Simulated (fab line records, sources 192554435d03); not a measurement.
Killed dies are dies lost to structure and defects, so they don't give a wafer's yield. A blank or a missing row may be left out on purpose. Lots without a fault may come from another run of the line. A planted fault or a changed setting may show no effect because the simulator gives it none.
Which tool did it? | flow n5_finfet | 9 lots, 27 wafers sampled, at 6 steps of a route of 1938

WHAT THE GAUGES READ, wafer by wafer
N5_BEOL_M12_CD_MEAS_10: target cd 140 nm. Usual: cd_nm 139.9 nm, standard deviation 1.3.
lot  | measured     | on        | cd_nm (nm)        | flag
L680 | day 11 10:49 | cd_sem-01 | 139.6 140.1 139.5 |
L679 | day 11 11:04 | cd_sem-03 | 140.3 140.8 140.7 |
L682 | day 11 17:29 | cd_sem-03 | 140.4 140.9 139.4 |
L684 | day 12 07:40 | cd_sem-01 | 138.8 141.1 140.5 |
L691 | day 14 14:02 | cd_sem-01 | 142.9 141.6 141.2 |
L697 | day 15 12:16 | cd_sem-01 | 142.3 141.2 140.7 |
L695 | day 15 12:31 | cd_sem-01 | 141.9 140.6 142.2 |
L698 | day 15 15:26 | cd_sem-01 | 140.5 138.1 139.4 |
L699 | day 16 09:34 | cd_sem-03 | 141.1 140.3 140.6 |

N5_BEOL_M12_CD_MEAS_17: target cd 140 nm. Usual: cd_nm 140.2 nm, standard deviation 1.7.
lot  | measured     | on        | cd_nm (nm)        | flag
L680 | day 11 11:29 | cd_sem-01 | 140.2 141.6 141.2 |
L679 | day 11 11:39 | cd_sem-01 | 139.9 141.8 141.7 |
L682 | day 11 18:04 | cd_sem-03 | 139.5 141.3 139.1 |
L684 | day 12 08:23 | cd_sem-02 | 140.7 141.5 141.4 |
L691 | day 14 14:37 | cd_sem-03 | 151.6 151.3 150.2 | OFF
L697 | day 15 13:17 | cd_sem-02 | 143.1 141.9 142.3 |
L695 | day 15 13:28 | cd_sem-02 | 151.2 149.8 151.2 | OFF
L698 | day 15 16:01 | cd_sem-01 | 139.4 137.6 139.2 |
L699 | day 16 10:08 | cd_sem-01 | 141.8 140.2 142.2 |

WHICH TOOL RAN EACH LOT (tool, then ch and the chambers of the sampled wafers, then the start)
lot  | N5_BEOL_M11_SURFACE_TREAT_76 | N5_BEOL_M11_SPUTTER_48       | N5_BEOL_M12_ETCH_59                | N5_BEOL_M12_STRIP_63
L680 | pvd_sputter-01, day 11 08:28 | pvd_sputter-03, day 11 09:02 | rie_diel-01 ch 1,3, day 11 11:02   | plasma_asher-01 ch 0,1, day 11 11:17
L679 | pvd_sputter-01, day 11 08:40 | pvd_sputter-03, day 11 09:12 | rie_diel-05 ch 1,2,3, day 11 11:11 | plasma_asher-01 ch 0,1, day 11 11:26
L682 | pvd_sputter-01, day 11 14:49 | pvd_sputter-02, day 11 15:01 | rie_diel-01 ch 2,3, day 11 17:36   | plasma_asher-01 ch 0,1, day 11 17:53
L684 | pvd_sputter-02, day 12 05:46 | pvd_sputter-02, day 12 06:14 | rie_diel-05 ch 0,1,3, day 12 07:55 | plasma_asher-01 ch 0,1, day 12 08:10
L691 | pvd_sputter-01, day 14 11:19 | pvd_sputter-01, day 14 11:29 | rie_diel-01 ch 2,3, day 14 14:10   | plasma_asher-02 ch 0,1, day 14 14:25
L697 | pvd_sputter-02, day 15 09:49 | pvd_sputter-01, day 15 10:05 | rie_diel-06 ch 0,1,3, day 15 12:49 | plasma_asher-02 ch 0,1, day 15 13:04
L695 | pvd_sputter-02, day 15 09:53 | pvd_sputter-02, day 15 10:09 | rie_diel-01 ch 0,2, day 15 12:51   | plasma_asher-01 ch 0,1, day 15 13:13
L698 | pvd_sputter-02, day 15 13:37 | pvd_sputter-02, day 15 13:51 | rie_diel-05 ch 1,3, day 15 15:34   | plasma_asher-01 ch 0,1, day 15 15:50
L699 | pvd_sputter-02, day 16 07:17 | pvd_sputter-01, day 16 07:34 | rie_diel-05 ch 0,1,2, day 16 09:41 | plasma_asher-01 ch 0, day 16 09:56
- N5_BEOL_M11_SURFACE_TREAT_76
- N5_BEOL_M11_SPUTTER_48: material Cu, target thk 12 nm, time 2 s.
- N5_BEOL_M12_ETCH_59: etches BARC in N2/H2, target depth 89 nm, overetch 26.7 nm, time 67.9 s.
- N5_BEOL_M12_STRIP_63: strips in N2/H2.

WHAT THE TOOLS THEMSELVES READ (means of the sampled wafers that have a number; where no wafer has one, the mark that the record gives instead)
N5_BEOL_M11_SPUTTER_48. Usual: cathode_dc_power_W 26000 W, standard deviation 4.8; throttle_valve_pct 29.8 %, standard deviation 0.75.
lot  | tool           | cathode_dc_power_W (W) | throttle_valve_pct (%) | flag
L680 | pvd_sputter-03 | 26000                  | 29.6                   |
L679 | pvd_sputter-03 | 25995                  | 29.6                   |
L682 | pvd_sputter-02 | 26000                  | 29.2                   |
L684 | pvd_sputter-02 | 26003                  | 30.0                   |
L691 | pvd_sputter-01 | 26001                  | 30.1                   |
L697 | pvd_sputter-01 | 25997                  | 29.9                   |
L695 | pvd_sputter-02 | 25999                  | 29.2                   |
L698 | pvd_sputter-02 | 25997                  | 30.3                   |
L699 | pvd_sputter-01 | 25996                  | 30.1                   |

N5_BEOL_M12_ETCH_59. Usual: drypump_motor_current_A 5.6 A, standard deviation 0.44; n2_flow_sccm 200.1 sccm, standard deviation 0.62; oes_product_au 0.70 a.u., standard deviation 0.06; rf_vpp_V 523.6 V, standard deviation 2.7; showerhead_plenum_p_Torr 2.53 Torr, standard deviation 0.094; throttle_valve_pct 17.84 %, standard deviation 0.17.
lot  | tool        | drypump_motor_current_A (A) | n2_flow_sccm (sccm) | oes_product_au (a.u.) | rf_vpp_V (V) | showerhead_plenum_p_Torr (Torr) | throttle_valve_pct (%) | flag
L680 | rie_diel-01 | 5.5                         | 200.1               | 0.64                  | 521.4        | 2.46                            | 17.77                  |
L679 | rie_diel-05 | 5.6                         | 200.1               | 0.72                  | 524.8        | 2.58                            | 17.76                  |
L682 | rie_diel-01 | 5.3                         | 200.7               | 0.65                  | 521.2        | 2.44                            | 17.79                  |
L684 | rie_diel-05 | 5.5                         | 200.1               | 0.71                  | 524.1        | 2.58                            | 17.63                  |
L691 | rie_diel-01 | 5.4                         | 200.1               | 0.64                  | 520.1        | 2.44                            | 17.77                  |
L697 | rie_diel-06 | 5.6                         | 200.5               | 0.69                  | 527.1        | 2.64                            | 18.01                  |
L695 | rie_diel-01 | 5.6                         | 200.5               | 0.67                  | 520.9        | 2.45                            | 17.93                  |
L698 | rie_diel-05 | 5.7                         | 199.7               | 0.69                  | 525.3        | 2.60                            | 17.66                  |
L699 | rie_diel-05 | 5.7                         | 200.0               | 0.68                  | 523.9        | 2.48                            | 17.85                  |

N5_BEOL_M12_STRIP_63. Usual: drypump_motor_current_A 5.2 A, standard deviation 0.46; heater_power_w 336 W, standard deviation 50; n2_flow_sccm 1751 sccm, standard deviation 5.3; oes_product_au 0.692 a.u., standard deviation 0.0046; strip_time_to_endpoint_s 42.4 s, standard deviation 0.78.
lot  | tool            | drypump_motor_current_A (A) | heater_power_w (W) | n2_flow_sccm (sccm) | oes_product_au (a.u.) | strip_time_to_endpoint_s (s) | flag
L680 | plasma_asher-01 | 5.0                         | 339                | 1756                | 0.695                 | 42.7                         |
L679 | plasma_asher-01 | 4.8                         | 359                | 1750                | 0.693                 | 42.7                         |
L682 | plasma_asher-01 | 5.0                         | 343                | 1746                | 0.692                 | 42.0                         |
L684 | plasma_asher-01 | 4.8                         | 356                | 1752                | 0.696                 | 42.1                         |
L691 | plasma_asher-02 | 5.9                         | 275                | 1750                | 0.678                 | 30.2                         | OFF
L697 | plasma_asher-02 | 5.8                         | 327                | 1752                | 0.693                 | 43.1                         |
L695 | plasma_asher-01 | 4.8                         | 358                | 1751                | 0.678                 | 31.6                         | OFF
L698 | plasma_asher-01 | 4.8                         | 353                | 1751                | 0.690                 | 41.5                         |
L699 | plasma_asher-01 | 5.1                         | 326                | 1754                | 0.690                 | 42.6                         |

THE ANSWER, worked out from the rows above alone
Rule: a lot is off if the mean of its wafers that have a number lies more than 3 standard deviations from the usual mean. A lot without any number at a reading at which 4 lots or more have one is off too. The other lots that the step has rows for count as sound. The gauges are gone through in route order, then the tools' own readings, and for those a lot's mean is taken as printed above. The first step at which some lot is off is used, and at that step the reading that is off furthest; a lot without a number counts as furthest.
Off: L691, L695, at N5_BEOL_M12_CD_MEAS_17 (cd_nm).
A tool fits if, at a process step before that reading, it ran every lot that is off, and no sound lot after the first of them. The gauges at N5_BEOL_M12_CD_MEAS_17 aren't tried: what is off there is off at N5_BEOL_M12_STRIP_63 too, on other tools, and a gauge's error can't cause that. One fits: rie_diel-01 at N5_BEOL_M12_ETCH_59. Its last sound lot is L682 (day 11 17:36), its first lot that is off L691 (day 14 14:10): a fault that began between those two fits.

WHAT THE SIMULATOR HAD PUT IN
Process parameter drift: rie_diel-01, from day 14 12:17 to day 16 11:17, at N5_BEOL_M12_ETCH_59. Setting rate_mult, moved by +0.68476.
Lots struck among those shown: L691, L695. The rule above found the same.
